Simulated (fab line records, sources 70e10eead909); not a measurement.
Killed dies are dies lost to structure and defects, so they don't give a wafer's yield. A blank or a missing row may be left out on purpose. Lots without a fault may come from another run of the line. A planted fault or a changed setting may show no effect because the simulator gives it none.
Chamber matching | flow nand_harc | NHARC_P_BONDPAD_CMP_19 on cmp-02: 4 sister chambers
The step polishes, t overpolish 30 s, cu recess touch 16 s, target thk 160.81 nm. 16 wafers are shown with their chamber, then 8 later ones without.

WAFERS WITH THEIR CHAMBER
wafer  | chamber | motor_current_A (A) | overpolish_run_s (s)
L275.2 | 0       | 11.4                | 30.007
L275.4 | 1       | 11.4                | 29.993
L275.5 | 2       | 15.3                | 29.991
L277.1 | 0       | 11.3                | 30.017
L277.5 | 0       | 11.5                | 30.016
L277.6 | 3       | 11.3                | 29.985
L280.1 | 1       | 11.1                | 29.996
L280.4 | 0       | 11.2                | 29.999
L280.6 | 2       | 14.5                | 30.000
L285.1 | 2       | 14.7                | 29.995
L285.3 | 0       | 11.4                | 29.991
L285.4 | 1       | 11.1                | 30.013
L284.2 | 2       | 14.3                | 29.997
L284.3 | 3       | 11.4                | 29.982
L284.4 | 0       | 11.3                | 30.010
L289.1 | 3       | 10.3                | 29.999

SIGNATURES (means of the wafers above)
reading          | chamber 0 | chamber 1 | chamber 2 | chamber 3 | scatter within a chamber
motor_current_A  | 11.350    | 11.200    | 14.700    | 11.000    | 0.343
overpolish_run_s | 30.00667  | 30.00067  | 29.99575  | 29.98867  | 0.00889
Rule: a wafer's distance from a chamber is the root of the sum, over the readings, of the square of ((its reading less the chamber's mean) divided by the reading's scatter). The wafer belongs to the nearest chamber; if the next one is less than 2 further off, it can't be placed. The scatter: the root of (the sum of the squares of (reading less its chamber's mean) over the shown wafers, divided by (wafers less chambers)).

WAFERS WITHOUT THEIR CHAMBER
wafer  | motor_current_A (A) | overpolish_run_s (s)
L289.3 | 10.9                | 30.011
L289.5 | 10.7                | 30.005
L292.2 | 11.1                | 30.012
L292.4 | 11.7                | 30.001
L292.6 | 11.1                | 30.010
L293.1 | 11.0                | 30.000
L293.2 | 11.4                | 29.994
L293.3 | 11.7                | 30.008

WHICH CHAMBER EACH WENT THROUGH
wafer  | from the rows above          | in truth
L289.3 | can't be placed: 0 or 1 or 3 | 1
L289.5 | can't be placed: 1 or 0 or 3 | 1
L292.2 | can't be placed: 0 or 1 or 3 | 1
L292.4 | can't be placed: 0 or 1 or 3 | 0
L292.6 | can't be placed: 0 or 1 or 3 | 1
L293.1 | can't be placed: 1 or 0 or 3 | 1
L293.2 | can't be placed: 1 or 3 or 0 | 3
L293.3 | can't be placed: 0 or 1 or 3 | 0
Placed correctly: 0 of 8. Can't be placed from these rows: 8 (the true chamber is among the candidates in 8). Placed wrongly: 0.
